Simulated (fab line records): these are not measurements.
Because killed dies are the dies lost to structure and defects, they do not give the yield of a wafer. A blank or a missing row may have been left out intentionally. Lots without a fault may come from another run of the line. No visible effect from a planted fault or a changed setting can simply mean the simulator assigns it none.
Comparing a struck lot with a sound one + flow n5_finfet + 20 steps out of a route of 1938
Sound: these wafers, L182.4, L182.5, L182.6. Struck: wafers L189.2, L189.3, L189.5. The cause is named last.
For every step that has rows: the tool of each side, followed by ch and its chambers, followed by its first start. Under that, the readings that differ: sound wafers + struck wafers + difference of the means + sigmas: that difference in standard deviations of wafers without a fault.
alike: a reading whose means differ by less than 2 such deviations, as well as words and numbers matching on both sides. not compared: withheld readings; readings where some wafer has no value; bounds like >300 that might hide an equal value; numbers whose values overlap and for which the record gives no deviation.
The two part at a step that has a row with sigmas, a row that says differs or no value, or rows on one side only. Non-overlapping numbers with no deviation appear without sigmas and do not part them. A reading missing from all wafers of one side parts the sides only when that side holds two or more wafers.

N5_BEOL_M2_RS_MEAS_58: uses a four-point probe to measure.
  sound: film_metro-01 at day 7 15:49; struck: film_metro-01 at day 8 21:28
  alike: M2_RS
N5_BEOL_M2_INSPECT_59: inspects for defects (darkfield).
  sound: defect_inspect-02 at day 7 15:50; struck: defect_inspect-01 at day 8 21:30
  alike: raw_defect_count
N5_BEOL_M3_ILD_DEP_00: deposits SiOC from DEMS/O2, target thk 79 nm, time 15.3 s.
  sound on pecvd-03 ch 0,1,2, day 7 15:53; struck on pecvd-04 ch 0,1, day 8 21:32
  alike: heater_power_w, showerhead_plenum_p_Torr, showerhead_vpp_V, throttle_valve_pct
N5_BEOL_M3_THK_MEAS_01:
  sound: film_metro-02 at day 7 15:57; struck: film_metro-02 at day 8 21:36
  alike: M3_ILD_THK
N5_BEOL_M3_PECVD_72: deposits SiO2 from TEOS/O2, target thk 16 nm, time 18 s.
  sound on pecvd-03 ch 0,1,2, day 7 16:00; struck on pecvd-03 ch 0,1, day 8 21:38
  alike: heater_power_w, showerhead_plenum_p_Torr, showerhead_vpp_V, throttle_valve_pct
N5_BEOL_M3_HM_DEP_02: deposits TiN, target thk 20 nm.
  sound: pvd_sputter-01 at day 7 16:32; struck: pvd_sputter-02 at day 9 00:12
  alike: throttle_valve_pct
then, 6 steps without rows for these wafers: N5_BEOL_M3_COAT_61 (time 60 s, resist thk 60 nm); N5_BEOL_M3_COAT_62 (time 60 s, resist thk 12 nm); N5_BEOL_M3_COAT_73 (time 60 s, resist thk 5 nm); N5_BEOL_M3_COAT_05 (resist thk 30 nm); N5_BEOL_M3_EBR_07; N5_BEOL_M3_SOFTBAKE_06 (time 60 s).
N5_BEOL_M3_EXPOSE_08: exposes mask M3.
  sound on euv_scanner-02 ch 0, day 7 16:59; struck on euv_scanner-02 ch 0, day 9 00:28
| reading                         | sound       | struck      | difference | sigmas |
|---------------------------------|-------------|-------------|------------|--------|
| model.BEOL_M3.overlay_x_nm (nm) | 0.2 0.2 0.2 | 5.8 5.8 5.8 | +5.6       |        |
  alike: mask, stage_msd_nm
then, 2 steps without rows for these wafers: N5_BEOL_M3_PEB_09 (peb time 60 s); N5_BEOL_M3_DEVELOP_10 (develop time 30 s).
N5_BEOL_M3_CD_MEAS_11: target cd 17.05 nm.
  sound on cd_sem-03 ch 0, day 7 17:05; struck on cd_sem-02 ch 0, day 9 00:35
  alike: cd_nm
N5_BEOL_M3_OVL_MEAS_12:
  sound on overlay-02 ch 0, day 7 17:08; struck on overlay-02 ch 0, day 9 00:37
| reading     | sound          | struck      | difference | sigmas |
|-------------|----------------|-------------|------------|--------|
| M3_OVL (nm) | -0.7 -1.0 -0.9 | 4.9 4.9 5.5 | +6.0       | +9     |
N5_BEOL_M3_INSPECT_13: inspects for defects (brightfield).
  sound: defect_inspect-01 at day 7 17:11; struck: defect_inspect-02 at day 9 00:41
  alike: raw_defect_count
N5_BEOL_M4_RC_MEAS_101:
  sound on prober-02 ch 0, day 8 10:49; struck on prober-01 ch 0, day 10 09:01
| reading        | sound          | struck         | difference | sigmas |
|----------------|----------------|----------------|------------|--------|
| IOFF_P (nA/um) | 0.17 0.19 0.22 | 0.27 0.31 0.27 | +0.09      | +3     |
| VT_P (mV)      | -253 -252 -252 | -244 -244 -244 | +8         | +3     |
  alike: DIBL_N, DIBL_P, IOFF_N, ION_N, ION_P, SS_N, SS_P, VT_N
following that, these wafers have no rows for 1 step: N5_PASSIVATION_PROBE_49.

== WHERE THEY PART ==
Earliest at N5_BEOL_M3_OVL_MEAS_12; latest, in this record, at N5_BEOL_M4_RC_MEAS_101.

WHY: what the simulator had put in
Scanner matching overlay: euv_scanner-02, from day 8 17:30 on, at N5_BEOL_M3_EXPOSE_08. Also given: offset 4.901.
